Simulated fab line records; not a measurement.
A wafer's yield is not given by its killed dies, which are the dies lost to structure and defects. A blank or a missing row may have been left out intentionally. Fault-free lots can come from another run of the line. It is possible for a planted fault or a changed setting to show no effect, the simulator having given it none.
What tool caused it? / flow n5Finfet / Sampling: 24 lots, 72 wafers, 5 of 1938 route steps

WHAT THE GAUGES READ, wafer by wafer
N5_SDB_CD_MEAS_11 targets a cd of 50 nm. Usual: cdNm at 49.4 nm, with a standard deviation of 1.2.
lot=L074; measured=day 3 19:07; on=cdSem-03; cdNm (nm)=49.9 48.8 49.3; flag=
lot=L075; measured=day 3 23:24; on=cdSem-01; cdNm (nm)=51.0 50.4 52.3; flag=
lot=L076; measured=day 4 05:49; on=cdSem-03; cdNm (nm)=50.4 49.0 48.1; flag=
lot=L077; measured=day 4 14:03; on=cdSem-01; cdNm (nm)=48.8 49.2 48.9; flag=
lot=L078; measured=day 4 22:57; on=cdSem-03; cdNm (nm)=47.7 49.2 48.9; flag=
lot=L079; measured=day 5 05:03; on=cdSem-02; cdNm (nm)=48.2 49.8 49.8; flag=
lot=L080; measured=day 5 13:44; on=cdSem-03; cdNm (nm)=50.4 49.2 50.7; flag=
lot=L081; measured=day 5 20:58; on=cdSem-03; cdNm (nm)=48.9 50.2 50.3; flag=
lot=L082; measured=day 5 21:49; on=cdSem-01; cdNm (nm)=49.6 50.4 49.2; flag=
lot=L083; measured=day 6 00:48; on=cdSem-02; cdNm (nm)=48.5 48.9 49.4; flag=
lot=L084; measured=day 6 06:30; on=cdSem-01; cdNm (nm)=50.6 48.8 49.4; flag=
lot=L085; measured=day 6 10:43; on=cdSem-01; cdNm (nm)=49.7 49.8 47.6; flag=
lot=L086; measured=day 6 17:49; on=cdSem-02; cdNm (nm)=47.7 49.7 49.9; flag=
lot=L087; measured=day 6 22:50; on=cdSem-03; cdNm (nm)=49.5 48.8 50.8; flag=
lot=L088; measured=day 7 04:02; on=cdSem-01; cdNm (nm)=48.0 46.9 48.6; flag=
lot=L089; measured=day 7 10:00; on=cdSem-01; cdNm (nm)=50.2 49.1 49.5; flag=
lot=L090; measured=day 7 16:06; on=cdSem-02; cdNm (nm)=49.7 48.9 49.4; flag=
lot=L091; measured=day 7 21:40; on=cdSem-02; cdNm (nm)=49.3 50.6 50.9; flag=
lot=L092; measured=day 8 07:10; on=cdSem-03; cdNm (nm)=50.6 50.0 49.8; flag=
lot=L093; measured=day 8 09:13; on=cdSem-01; cdNm (nm)=49.8 48.6 49.2; flag=
lot=L094; measured=day 8 21:50; on=cdSem-03; cdNm (nm)=51.7 48.6 50.5; flag=
lot=L095; measured=day 9 00:31; on=cdSem-03; cdNm (nm)=50.2 50.6 51.0; flag=
lot=L096; measured=day 9 04:57; on=cdSem-01; cdNm (nm)=47.1 48.3 48.9; flag=
lot=L097; measured=day 9 12:04; on=cdSem-03; cdNm (nm)=47.9 49.2 47.6; flag=

N5_SDB_OVL_MEAS_12. Usual: SDB_OVL typically reads 0.4 nm, with standard deviation 0.65.
lot=L074; measured=day 3 19:09; on=overlay-01; SDB_OVL (nm)=1.4 0.8 1.4; flag=
lot=L075; measured=day 3 23:26; on=overlay-01; SDB_OVL (nm)=0.3 1.2 -0.2; flag=
lot=L076; measured=day 4 05:50; on=overlay-01; SDB_OVL (nm)=1.1 0.1 0.8; flag=
lot=L077; measured=day 4 14:05; on=overlay-02; SDB_OVL (nm)=0.4 -0.1 1.3; flag=
lot=L078; measured=day 4 22:59; on=overlay-01; SDB_OVL (nm)=-0.1 0.6 -0.3; flag=
lot=L079; measured=day 5 05:05; on=overlay-01; SDB_OVL (nm)=0.8 -0.1 0.3; flag=
lot=L080; measured=day 5 13:46; on=overlay-02; SDB_OVL (nm)=0.3 0.6 0.4; flag=
lot=L081; measured=day 5 20:59; on=overlay-02; SDB_OVL (nm)=-0.6 -0.1 -1.5; flag=
lot=L082; measured=day 5 21:50; on=overlay-02; SDB_OVL (nm)=-1.0 -0.2 0.3; flag=
lot=L083; measured=day 6 00:50; on=overlay-01; SDB_OVL (nm)=1.7 0.3 1.3; flag=
lot=L084; measured=day 6 06:32; on=overlay-01; SDB_OVL (nm)=1.4 0.8 0.6; flag=
lot=L085; measured=day 6 10:45; on=overlay-01; SDB_OVL (nm)=0.7 0.2 0.5; flag=
lot=L086; measured=day 6 17:52; on=overlay-01; SDB_OVL (nm)=0.2 0.2 1.0; flag=
lot=L087; measured=day 6 22:52; on=overlay-01; SDB_OVL (nm)=1.8 0.8 0.8; flag=
lot=L088; measured=day 7 04:04; on=overlay-01; SDB_OVL (nm)=0.3 0.1 1.1; flag=
lot=L089; measured=day 7 10:01; on=overlay-01; SDB_OVL (nm)=-0.7 0.7 0.9; flag=
lot=L090; measured=day 7 16:08; on=overlay-01; SDB_OVL (nm)=0.2 0.9 0.2; flag=
lot=L091; measured=day 7 21:41; on=overlay-01; SDB_OVL (nm)=-0.5 -0.4 0.6; flag=
lot=L092; measured=day 8 07:12; on=overlay-01; SDB_OVL (nm)=0.8 0.0 0.2; flag=
lot=L093; measured=day 8 09:15; on=overlay-01; SDB_OVL (nm)=0.3 -0.4 0.0; flag=
lot=L094; measured=day 8 21:52; on=overlay-01; SDB_OVL (nm)=1.6 0.7 0.1; flag=
lot=L095; measured=day 9 00:32; on=overlay-01; SDB_OVL (nm)=0.3 0.3 0.2; flag=
lot=L096; measured=day 9 04:59; on=overlay-01; SDB_OVL (nm)=0.3 0.5 -0.3; flag=
lot=L097; measured=day 9 12:27; on=overlay-01; SDB_OVL (nm)=0.0 -0.5 -0.6; flag=

EACH LOT AND THE TOOL THAT RAN IT (in order: tool; ch and the chambers of the sampled wafers; start)
lot=L074; N5_STI_FIN_REVEAL_CMP_04=cmp-02 ch 0,1,2, day 2 08:59; N5_STI_FIN_REVEAL_DENSIFY_30=rtpAnneal-02 ch 0, day 2 09:20; N5_STI_FIN_REVEAL_STRIP_24=rieDiel-05 ch 0,3, day 2 09:35
lot=L075; N5_STI_FIN_REVEAL_CMP_04=cmp-04 ch 1,2, day 2 15:05; N5_STI_FIN_REVEAL_DENSIFY_30=rtpAnneal-02 ch 0, day 2 15:25; N5_STI_FIN_REVEAL_STRIP_24=rieDiel-04 ch 0,3, day 2 15:43
lot=L076; N5_STI_FIN_REVEAL_CMP_04=cmp-04 ch 0,1, day 2 21:39; N5_STI_FIN_REVEAL_DENSIFY_30=rtpAnneal-02 ch 0, day 2 21:58; N5_STI_FIN_REVEAL_STRIP_24=rieDiel-01 ch 0,1,2, day 2 22:19
lot=L077; N5_STI_FIN_REVEAL_CMP_04=cmp-04 ch 0,1,3, day 3 04:56; N5_STI_FIN_REVEAL_DENSIFY_30=rtpAnneal-02 ch 0, day 3 05:18; N5_STI_FIN_REVEAL_STRIP_24=rieDiel-04 ch 0,3, day 3 05:29
lot=L078; N5_STI_FIN_REVEAL_CMP_04=cmp-04 ch 1,2,3, day 3 11:23; N5_STI_FIN_REVEAL_DENSIFY_30=rtpAnneal-02 ch 0, day 3 11:44; N5_STI_FIN_REVEAL_STRIP_24=rieDiel-04 ch 0,1,2, day 3 11:58
lot=L079; N5_STI_FIN_REVEAL_CMP_04=cmp-01 ch 0,2,3, day 3 16:39; N5_STI_FIN_REVEAL_DENSIFY_30=rtpAnneal-02 ch 0, day 3 17:00; N5_STI_FIN_REVEAL_STRIP_24=rieDiel-04 ch 0,1,3, day 3 17:13
lot=L080; N5_STI_FIN_REVEAL_CMP_04=cmp-01 ch 0,1, day 4 07:01; N5_STI_FIN_REVEAL_DENSIFY_30=rtpAnneal-02 ch 0, day 4 07:22; N5_STI_FIN_REVEAL_STRIP_24=rieDiel-04 ch 0,2, day 4 07:35
lot=L081; N5_STI_FIN_REVEAL_CMP_04=cmp-04 ch 1,2,3, day 4 10:52; N5_STI_FIN_REVEAL_DENSIFY_30=rtpAnneal-02 ch 0, day 4 11:08; N5_STI_FIN_REVEAL_STRIP_24=rieDiel-01 ch 2,3, day 4 11:23
lot=L082; N5_STI_FIN_REVEAL_CMP_04=cmp-04 ch 0,1,2, day 4 13:58; N5_STI_FIN_REVEAL_DENSIFY_30=rtpAnneal-02 ch 0, day 4 14:20; N5_STI_FIN_REVEAL_STRIP_24=rieDiel-05 ch 0,3, day 4 14:33
lot=L083; N5_STI_FIN_REVEAL_CMP_04=cmp-04 ch 0,1,2, day 4 15:22; N5_STI_FIN_REVEAL_DENSIFY_30=rtpAnneal-01 ch 0, day 4 15:43; N5_STI_FIN_REVEAL_STRIP_24=rieDiel-04 ch 1,2,3, day 4 15:56
lot=L084; N5_STI_FIN_REVEAL_CMP_04=cmp-04 ch 0,1,3, day 4 20:49; N5_STI_FIN_REVEAL_DENSIFY_30=rtpAnneal-02 ch 0, day 4 21:10; N5_STI_FIN_REVEAL_STRIP_24=rieDiel-05 ch 0,1,2, day 4 21:23
lot=L085; N5_STI_FIN_REVEAL_CMP_04=cmp-04 ch 0,2,3, day 5 03:46; N5_STI_FIN_REVEAL_DENSIFY_30=rtpAnneal-01 ch 0, day 5 04:03; N5_STI_FIN_REVEAL_STRIP_24=rieDiel-04 ch 0,1,3, day 5 04:18
lot=L086; N5_STI_FIN_REVEAL_CMP_04=cmp-02 ch 0,1,3, day 5 09:49; N5_STI_FIN_REVEAL_DENSIFY_30=rtpAnneal-02 ch 0, day 5 10:07; N5_STI_FIN_REVEAL_STRIP_24=rieDiel-04 ch 1,2,3, day 5 10:18
lot=L087; N5_STI_FIN_REVEAL_CMP_04=cmp-01 ch 2,3, day 5 15:19; N5_STI_FIN_REVEAL_DENSIFY_30=rtpAnneal-02 ch 0, day 5 15:38; N5_STI_FIN_REVEAL_STRIP_24=rieDiel-01 ch 0,3, day 5 15:51
lot=L088; N5_STI_FIN_REVEAL_CMP_04=cmp-02 ch 0,1,2, day 5 20:37; N5_STI_FIN_REVEAL_DENSIFY_30=rtpAnneal-01 ch 0, day 5 20:53; N5_STI_FIN_REVEAL_STRIP_24=rieDiel-05 ch 0,1,2, day 5 21:04
lot=L089; N5_STI_FIN_REVEAL_CMP_04=cmp-01 ch 2,3, day 6 02:27; N5_STI_FIN_REVEAL_DENSIFY_30=rtpAnneal-02 ch 0, day 6 02:46; N5_STI_FIN_REVEAL_STRIP_24=rieDiel-01 ch 0,3, day 6 02:59
lot=L090; N5_STI_FIN_REVEAL_CMP_04=cmp-02 ch 0,2,3, day 6 08:21; N5_STI_FIN_REVEAL_DENSIFY_30=rtpAnneal-02 ch 0, day 6 08:43; N5_STI_FIN_REVEAL_STRIP_24=rieDiel-05 ch 1,2,3, day 6 08:55
lot=L091; N5_STI_FIN_REVEAL_CMP_04=cmp-02 ch 1,2,3, day 6 15:16; N5_STI_FIN_REVEAL_DENSIFY_30=rtpAnneal-01 ch 0, day 6 15:35; N5_STI_FIN_REVEAL_STRIP_24=rieDiel-01 ch 0,1,2, day 6 15:50
lot=L092; N5_STI_FIN_REVEAL_CMP_04=cmp-02 ch 0,1,2, day 6 21:06; N5_STI_FIN_REVEAL_DENSIFY_30=rtpAnneal-02 ch 0, day 6 21:23; N5_STI_FIN_REVEAL_STRIP_24=rieDiel-04 ch 1,2,3, day 6 21:38
lot=L093; N5_STI_FIN_REVEAL_CMP_04=cmp-01 ch 1,2, day 7 02:50; N5_STI_FIN_REVEAL_DENSIFY_30=rtpAnneal-02 ch 0, day 7 03:09; N5_STI_FIN_REVEAL_STRIP_24=rieDiel-01 ch 0,1,3, day 7 03:24
lot=L094; N5_STI_FIN_REVEAL_CMP_04=cmp-01 ch 0,1,2, day 7 14:05; N5_STI_FIN_REVEAL_DENSIFY_30=rtpAnneal-01 ch 0, day 7 14:27; N5_STI_FIN_REVEAL_STRIP_24=rieDiel-05 ch 0,1,2, day 7 14:40
lot=L095; N5_STI_FIN_REVEAL_CMP_04=cmp-02 ch 1,2,3, day 7 16:42; N5_STI_FIN_REVEAL_DENSIFY_30=rtpAnneal-02 ch 0, day 7 16:58; N5_STI_FIN_REVEAL_STRIP_24=rieDiel-04 ch 0,1,2, day 7 17:11
lot=L096; N5_STI_FIN_REVEAL_CMP_04=cmp-04 ch 0,2,3, day 7 22:08; N5_STI_FIN_REVEAL_DENSIFY_30=rtpAnneal-01 ch 0, day 7 22:30; N5_STI_FIN_REVEAL_STRIP_24=rieDiel-04 ch 0,1,2, day 7 22:43
lot=L097; N5_STI_FIN_REVEAL_CMP_04=cmp-02 ch 0,1,3, day 8 03:53; N5_STI_FIN_REVEAL_DENSIFY_30=rtpAnneal-02 ch 0, day 8 04:13; N5_STI_FIN_REVEAL_STRIP_24=rieDiel-01 ch 0,1,3, day 8 04:32
- N5_STI_FIN_REVEAL_CMP_04: polishes, stops on Si3N4, t overpolish 4 s, target thk 131.83 nm.
- N5_STI_FIN_REVEAL_DENSIFY_30
- N5_STI_FIN_REVEAL_STRIP_24: strips in N2/H2, time 90 s.

AS READ BY THE TOOLS THEMSELVES (means over the sampled wafers that have a number; for cases with no such wafer, the mark the record gives instead)
N5_STI_FIN_REVEAL_CMP_04. Usual: edgeZonePressureFrac 1.001, standard deviation 0.0054; motorCurrentA 8.4 A, standard deviation 0.57; overpolishRunS 4.000 s, standard deviation 0.0092; slurryFilterDpKPa 13.50 kPa, standard deviation 0.16; timeToEndpointS 105 s, standard deviation 6.8.
lot=L074; tool=cmp-02; edgeZonePressureFrac=1.005; motorCurrentA (A)=8.7; overpolishRunS (s)=4.002; slurryFilterDpKPa (kPa)=13.51; timeToEndpointS (s)=102; flag=
lot=L075; tool=cmp-04; edgeZonePressureFrac=0.999; motorCurrentA (A)=7.9; overpolishRunS (s)=4.002; slurryFilterDpKPa (kPa)=13.51; timeToEndpointS (s)=102; flag=
lot=L076; tool=cmp-04; edgeZonePressureFrac=1.004; motorCurrentA (A)=8.4; overpolishRunS (s)=4.000; slurryFilterDpKPa (kPa)=13.41; timeToEndpointS (s)=107; flag=
lot=L077; tool=cmp-04; edgeZonePressureFrac=0.996; motorCurrentA (A)=8.5; overpolishRunS (s)=3.998; slurryFilterDpKPa (kPa)=13.47; timeToEndpointS (s)=109; flag=
lot=L078; tool=cmp-04; edgeZonePressureFrac=0.996; motorCurrentA (A)=8.5; overpolishRunS (s)=4.000; slurryFilterDpKPa (kPa)=13.68; timeToEndpointS (s)=105; flag=
lot=L079; tool=cmp-01; edgeZonePressureFrac=1.004; motorCurrentA (A)=8.3; overpolishRunS (s)=4.007; slurryFilterDpKPa (kPa)=13.42; timeToEndpointS (s)=115; flag=
lot=L080; tool=cmp-01; edgeZonePressureFrac=0.995; motorCurrentA (A)=8.5; overpolishRunS (s)=3.992; slurryFilterDpKPa (kPa)=13.36; timeToEndpointS (s)=112; flag=
lot=L081; tool=cmp-04; edgeZonePressureFrac=0.999; motorCurrentA (A)=7.9; overpolishRunS (s)=4.007; slurryFilterDpKPa (kPa)=13.56; timeToEndpointS (s)=105; flag=
lot=L082; tool=cmp-04; edgeZonePressureFrac=1.001; motorCurrentA (A)=8.1; overpolishRunS (s)=3.996; slurryFilterDpKPa (kPa)=13.63; timeToEndpointS (s)=107; flag=
lot=L083; tool=cmp-04; edgeZonePressureFrac=1.005; motorCurrentA (A)=8.2; overpolishRunS (s)=4.001; slurryFilterDpKPa (kPa)=13.39; timeToEndpointS (s)=109; flag=
lot=L084; tool=cmp-04; edgeZonePressureFrac=1.003; motorCurrentA (A)=8.3; overpolishRunS (s)=4.001; slurryFilterDpKPa (kPa)=13.58; timeToEndpointS (s)=112; flag=
lot=L085; tool=cmp-04; edgeZonePressureFrac=1.003; motorCurrentA (A)=8.0; overpolishRunS (s)=3.998; slurryFilterDpKPa (kPa)=13.45; timeToEndpointS (s)=116; flag=
lot=L086; tool=cmp-02; edgeZonePressureFrac=1.010; motorCurrentA (A)=8.8; overpolishRunS (s)=3.996; slurryFilterDpKPa (kPa)=13.59; timeToEndpointS (s)=103; flag=
lot=L087; tool=cmp-01; edgeZonePressureFrac=1.001; motorCurrentA (A)=7.7; overpolishRunS (s)=3.998; slurryFilterDpKPa (kPa)=13.52; timeToEndpointS (s)=102; flag=
lot=L088; tool=cmp-02; edgeZonePressureFrac=0.994; motorCurrentA (A)=8.6; overpolishRunS (s)=3.999; slurryFilterDpKPa (kPa)=13.44; timeToEndpointS (s)=107; flag=
lot=L089; tool=cmp-01; edgeZonePressureFrac=0.993; motorCurrentA (A)=7.9; overpolishRunS (s)=3.999; slurryFilterDpKPa (kPa)=13.60; timeToEndpointS (s)=104; flag=
lot=L090; tool=cmp-02; edgeZonePressureFrac=1.001; motorCurrentA (A)=8.3; overpolishRunS (s)=3.998; slurryFilterDpKPa (kPa)=13.39; timeToEndpointS (s)=99; flag=
lot=L091; tool=cmp-02; edgeZonePressureFrac=1.004; motorCurrentA (A)=8.4; overpolishRunS (s)=4.008; slurryFilterDpKPa (kPa)=13.38; timeToEndpointS (s)=104; flag=
lot=L092; tool=cmp-02; edgeZonePressureFrac=0.998; motorCurrentA (A)=8.6; overpolishRunS (s)=3.995; slurryFilterDpKPa (kPa)=13.47; timeToEndpointS (s)=100; flag=
lot=L093; tool=cmp-01; edgeZonePressureFrac=1.001; motorCurrentA (A)=8.5; overpolishRunS (s)=4.011; slurryFilterDpKPa (kPa)=13.36; timeToEndpointS (s)=100; flag=
lot=L094; tool=cmp-01; edgeZonePressureFrac=1.001; motorCurrentA (A)=8.1; overpolishRunS (s)=3.994; slurryFilterDpKPa (kPa)=13.35; timeToEndpointS (s)=103; flag=
lot=L095; tool=cmp-02; edgeZonePressureFrac=1.001; motorCurrentA (A)=8.6; overpolishRunS (s)=4.002; slurryFilterDpKPa (kPa)=13.70; timeToEndpointS (s)=98; flag=
lot=L096; tool=cmp-04; edgeZonePressureFrac=1.000; motorCurrentA (A)=8.1; overpolishRunS (s)=4.007; slurryFilterDpKPa (kPa)=13.51; timeToEndpointS (s)=116; flag=
lot=L097; tool=cmp-02; edgeZonePressureFrac=0.998; motorCurrentA (A)=8.7; overpolishRunS (s)=3.995; slurryFilterDpKPa (kPa)=13.54; timeToEndpointS (s)=101; flag=

N5_STI_FIN_REVEAL_DENSIFY_30. Usual: lampPowerPct 11.53 %, standard deviation 0.059; lamp_zone_6_pct 11.451 %, standard deviation 0.015.
lot=L074; tool=rtpAnneal-02; lampPowerPct (%)=11.50; lamp_zone_6_pct (%)=11.448; flag=
lot=L075; tool=rtpAnneal-02; lampPowerPct (%)=11.48; lamp_zone_6_pct (%)=11.447; flag=
lot=L076; tool=rtpAnneal-02; lampPowerPct (%)=11.58; lamp_zone_6_pct (%)=11.457; flag=
lot=L077; tool=rtpAnneal-02; lampPowerPct (%)=11.50; lamp_zone_6_pct (%)=11.463; flag=
lot=L078; tool=rtpAnneal-02; lampPowerPct (%)=11.52; lamp_zone_6_pct (%)=11.454; flag=
lot=L079; tool=rtpAnneal-02; lampPowerPct (%)=11.52; lamp_zone_6_pct (%)=11.455; flag=
lot=L080; tool=rtpAnneal-02; lampPowerPct (%)=11.55; lamp_zone_6_pct (%)=11.458; flag=
lot=L081; tool=rtpAnneal-02; lampPowerPct (%)=11.47; lamp_zone_6_pct (%)=11.451; flag=
lot=L082; tool=rtpAnneal-02; lampPowerPct (%)=11.57; lamp_zone_6_pct (%)=11.457; flag=
lot=L083; tool=rtpAnneal-01; lampPowerPct (%)=11.56; lamp_zone_6_pct (%)=11.446; flag=
lot=L084; tool=rtpAnneal-02; lampPowerPct (%)=11.55; lamp_zone_6_pct (%)=11.441; flag=
lot=L085; tool=rtpAnneal-01; lampPowerPct (%)=11.53; lamp_zone_6_pct (%)=11.467; flag=
lot=L086; tool=rtpAnneal-02; lampPowerPct (%)=11.57; lamp_zone_6_pct (%)=11.451; flag=
lot=L087; tool=rtpAnneal-02; lampPowerPct (%)=11.49; lamp_zone_6_pct (%)=11.452; flag=
lot=L088; tool=rtpAnneal-01; lampPowerPct (%)=11.53; lamp_zone_6_pct (%)=11.445; flag=
lot=L089; tool=rtpAnneal-02; lampPowerPct (%)=11.54; lamp_zone_6_pct (%)=11.450; flag=
lot=L090; tool=rtpAnneal-02; lampPowerPct (%)=11.53; lamp_zone_6_pct (%)=11.459; flag=
lot=L091; tool=rtpAnneal-01; lampPowerPct (%)=11.49; lamp_zone_6_pct (%)=11.433; flag=
lot=L092; tool=rtpAnneal-02; lampPowerPct (%)=11.57; lamp_zone_6_pct (%)=11.462; flag=
lot=L093; tool=rtpAnneal-02; lampPowerPct (%)=11.56; lamp_zone_6_pct (%)=11.439; flag=
lot=L094; tool=rtpAnneal-01; lampPowerPct (%)=11.54; lamp_zone_6_pct (%)=11.437; flag=
lot=L095; tool=rtpAnneal-02; lampPowerPct (%)=11.52; lamp_zone_6_pct (%)=11.460; flag=
lot=L096; tool=rtpAnneal-01; lampPowerPct (%)=11.51; lamp_zone_6_pct (%)=11.455; flag=
lot=L097; tool=rtpAnneal-02; lampPowerPct (%)=11.51; lamp_zone_6_pct (%)=11.444; flag=

N5_STI_FIN_REVEAL_STRIP_24. Usual: biasPowerW 3.000 W, standard deviation 0.0082; drypumpMotorCurrentA 5.6 A, standard deviation 0.57; oesProductAu 0.78 a.u., standard deviation 0.087; rfVppV 45.3 V, standard deviation 0.78; showerheadPlenumPTorr 3.39 Torr, standard deviation 0.091; throttleValvePct 12.03 %, standard deviation 0.2.
lot=L074; tool=rieDiel-05; biasPowerW (W)=2.996; drypumpMotorCurrentA (A)=5.3; oesProductAu (a.u.)=0.80; rfVppV (V)=45.4; showerheadPlenumPTorr (Torr)=3.38; throttleValvePct (%)=12.07; flag=
lot=L075; tool=rieDiel-04; biasPowerW (W)=3.007; drypumpMotorCurrentA (A)=6.3; oesProductAu (a.u.)=0.74; rfVppV (V)=44.5; showerheadPlenumPTorr (Torr)=3.43; throttleValvePct (%)=12.05; flag=
lot=L076; tool=rieDiel-01; biasPowerW (W)=3.002; drypumpMotorCurrentA (A)=5.3; oesProductAu (a.u.)=0.75; rfVppV (V)=45.4; showerheadPlenumPTorr (Torr)=3.39; throttleValvePct (%)=12.17; flag=
lot=L077; tool=rieDiel-04; biasPowerW (W)=3.005; drypumpMotorCurrentA (A)=6.1; oesProductAu (a.u.)=0.72; rfVppV (V)=44.7; showerheadPlenumPTorr (Torr)=3.37; throttleValvePct (%)=12.08; flag=
lot=L078; tool=rieDiel-04; biasPowerW (W)=2.998; drypumpMotorCurrentA (A)=5.7; oesProductAu (a.u.)=0.83; rfVppV (V)=46.2; showerheadPlenumPTorr (Torr)=3.40; throttleValvePct (%)=11.99; flag=
lot=L079; tool=rieDiel-04; biasPowerW (W)=2.996; drypumpMotorCurrentA (A)=6.2; oesProductAu (a.u.)=0.80; rfVppV (V)=44.6; showerheadPlenumPTorr (Torr)=3.43; throttleValvePct (%)=12.09; flag=
lot=L080; tool=rieDiel-04; biasPowerW (W)=2.998; drypumpMotorCurrentA (A)=5.5; oesProductAu (a.u.)=0.72; rfVppV (V)=45.2; showerheadPlenumPTorr (Torr)=3.34; throttleValvePct (%)=12.01; flag=
lot=L081; tool=rieDiel-01; biasPowerW (W)=3.005; drypumpMotorCurrentA (A)=5.5; oesProductAu (a.u.)=0.82; rfVppV (V)=45.3; showerheadPlenumPTorr (Torr)=3.29; throttleValvePct (%)=11.86; flag=
lot=L082; tool=rieDiel-05; biasPowerW (W)=2.999; drypumpMotorCurrentA (A)=5.2; oesProductAu (a.u.)=0.77; rfVppV (V)=45.8; showerheadPlenumPTorr (Torr)=3.38; throttleValvePct (%)=12.11; flag=
lot=L083; tool=rieDiel-04; biasPowerW (W)=3.001; drypumpMotorCurrentA (A)=5.9; oesProductAu (a.u.)=0.82; rfVppV (V)=46.6; showerheadPlenumPTorr (Torr)=3.45; throttleValvePct (%)=12.00; flag=
lot=L084; tool=rieDiel-05; biasPowerW (W)=2.998; drypumpMotorCurrentA (A)=5.7; oesProductAu (a.u.)=0.84; rfVppV (V)=45.8; showerheadPlenumPTorr (Torr)=3.37; throttleValvePct (%)=11.82; flag=
lot=L085; tool=rieDiel-04; biasPowerW (W)=3.005; drypumpMotorCurrentA (A)=6.2; oesProductAu (a.u.)=0.79; rfVppV (V)=44.4; showerheadPlenumPTorr (Torr)=3.42; throttleValvePct (%)=12.11; flag=
lot=L086; tool=rieDiel-04; biasPowerW (W)=2.998; drypumpMotorCurrentA (A)=6.0; oesProductAu (a.u.)=0.81; rfVppV (V)=45.6; showerheadPlenumPTorr (Torr)=3.45; throttleValvePct (%)=12.02; flag=
lot=L087; tool=rieDiel-01; biasPowerW (W)=3.007; drypumpMotorCurrentA (A)=5.6; oesProductAu (a.u.)=0.83; rfVppV (V)=44.6; showerheadPlenumPTorr (Torr)=3.34; throttleValvePct (%)=11.94; flag=
lot=L088; tool=rieDiel-05; biasPowerW (W)=2.993; drypumpMotorCurrentA (A)=5.7; oesProductAu (a.u.)=0.84; rfVppV (V)=45.2; showerheadPlenumPTorr (Torr)=3.37; throttleValvePct (%)=11.84; flag=
lot=L089; tool=rieDiel-01; biasPowerW (W)=2.998; drypumpMotorCurrentA (A)=5.6; oesProductAu (a.u.)=0.82; rfVppV (V)=45.5; showerheadPlenumPTorr (Torr)=3.34; throttleValvePct (%)=11.96; flag=
lot=L090; tool=rieDiel-05; biasPowerW (W)=2.997; drypumpMotorCurrentA (A)=5.7; oesProductAu (a.u.)=0.89; rfVppV (V)=45.6; showerheadPlenumPTorr (Torr)=3.34; throttleValvePct (%)=11.82; flag=
lot=L091; tool=rieDiel-01; biasPowerW (W)=2.999; drypumpMotorCurrentA (A)=5.3; oesProductAu (a.u.)=0.73; rfVppV (V)=45.6; showerheadPlenumPTorr (Torr)=3.38; throttleValvePct (%)=12.23; flag=
lot=L092; tool=rieDiel-04; biasPowerW (W)=2.994; drypumpMotorCurrentA (A)=6.0; oesProductAu (a.u.)=0.79; rfVppV (V)=45.0; showerheadPlenumPTorr (Torr)=3.45; throttleValvePct (%)=12.04; flag=
lot=L093; tool=rieDiel-01; biasPowerW (W)=2.990; drypumpMotorCurrentA (A)=5.4; oesProductAu (a.u.)=0.78; rfVppV (V)=45.4; showerheadPlenumPTorr (Torr)=3.42; throttleValvePct (%)=12.15; flag=
lot=L094; tool=rieDiel-05; biasPowerW (W)=2.996; drypumpMotorCurrentA (A)=5.7; oesProductAu (a.u.)=0.82; rfVppV (V)=45.2; showerheadPlenumPTorr (Torr)=3.36; throttleValvePct (%)=11.86; flag=
lot=L095; tool=rieDiel-04; biasPowerW (W)=3.013; drypumpMotorCurrentA (A)=5.7; oesProductAu (a.u.)=0.77; rfVppV (V)=45.1; showerheadPlenumPTorr (Torr)=3.38; throttleValvePct (%)=12.06; flag=
lot=L096; tool=rieDiel-04; biasPowerW (W)=2.995; drypumpMotorCurrentA (A)=5.7; oesProductAu (a.u.)=0.77; rfVppV (V)=44.8; showerheadPlenumPTorr (Torr)=3.38; throttleValvePct (%)=12.07; flag=
lot=L097; tool=rieDiel-01; biasPowerW (W)=3.010; drypumpMotorCurrentA (A)=5.4; oesProductAu (a.u.)=0.77; rfVppV (V)=44.8; showerheadPlenumPTorr (Torr)=3.42; throttleValvePct (%)=12.16; flag=

THE ANSWER, worked out from the rows above alone
Rule: a lot counts as off when the mean over its wafers that have a number is more than 3 standard deviations away from the usual mean. Also off: a lot with no number at a reading for which 4 or more lots have one. Where the step has rows for the other lots, those lots are counted as sound. After the gauges, taken in route order, come the tools' own readings; for these a lot's mean is taken, as printed above. The first step at which some lot is off is used, and at that step the reading that is off furthest; a lot without a number counts as furthest.
None of the lots is off at any reading shown; this tells nothing.

WHAT WAS PUT IN BY THE SIMULATOR
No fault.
